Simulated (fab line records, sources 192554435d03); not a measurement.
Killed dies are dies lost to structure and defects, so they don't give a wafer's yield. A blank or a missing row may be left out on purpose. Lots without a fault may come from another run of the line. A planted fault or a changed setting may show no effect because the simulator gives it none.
Chamber matching | flow n5_finfet | N5_HKMG_FIN_ETCH_86 on rie_diel-04: 4 sister chambers
The step etches SOC in N2/H2, stops on TiN, target depth 393.2 nm. 8 wafers are shown with their chamber, then 7 later ones without.

WAFERS WITH THEIR CHAMBER
wafer  | chamber | showerhead_plenum_p_Torr (Torr) | drypump_motor_current_A (A)
L085.1 | 2       | 2.50                            | 5.42
L087.3 | 3       | 2.55                            | 5.22
L088.1 | 0       | 2.53                            | 5.56
L089.2 | 1       | 2.42                            | 5.94
L089.4 | 1       | 2.42                            | 5.92
L089.5 | 2       | 2.50                            | 5.41
L091.2 | 0       | 2.52                            | 5.52
L091.4 | 3       | 2.55                            | 5.23

WAFERS WITHOUT THEIR CHAMBER
wafer  | showerhead_plenum_p_Torr (Torr) | drypump_motor_current_A (A)
L091.5 | 2.52                            | 5.52
L092.1 | 2.50                            | 5.41
L092.2 | 2.42                            | 5.90
L092.3 | 2.52                            | 5.54
L095.3 | 2.42                            | 5.91
L095.4 | 2.49                            | 5.40
L095.5 | 2.52                            | 5.55

WHICH CHAMBER EACH WENT THROUGH
wafer  | from the rows above | in truth
L091.5 | 0                   | 0
L092.1 | 2                   | 2
L092.2 | 1                   | 1
L092.3 | 0                   | 0
L095.3 | 1                   | 1
L095.4 | 2                   | 2
L095.5 | 0                   | 0
Placed correctly: 7 of 7. Can't be placed from these rows: 0. Placed wrongly: 0.
How it was worked out, from the rows above alone: a wafer's distance from a chamber is the root of the sum, over the readings, of the square of ((its reading less the chamber's mean) divided by the reading's scatter). The wafer belongs to the nearest chamber; if the next one is less than 2 further off, it can't be placed. A chamber's mean is the mean of its shown wafers. The scatter: the root of (the sum of the squares of (reading less its chamber's mean) over the shown wafers, divided by (wafers less chambers)).
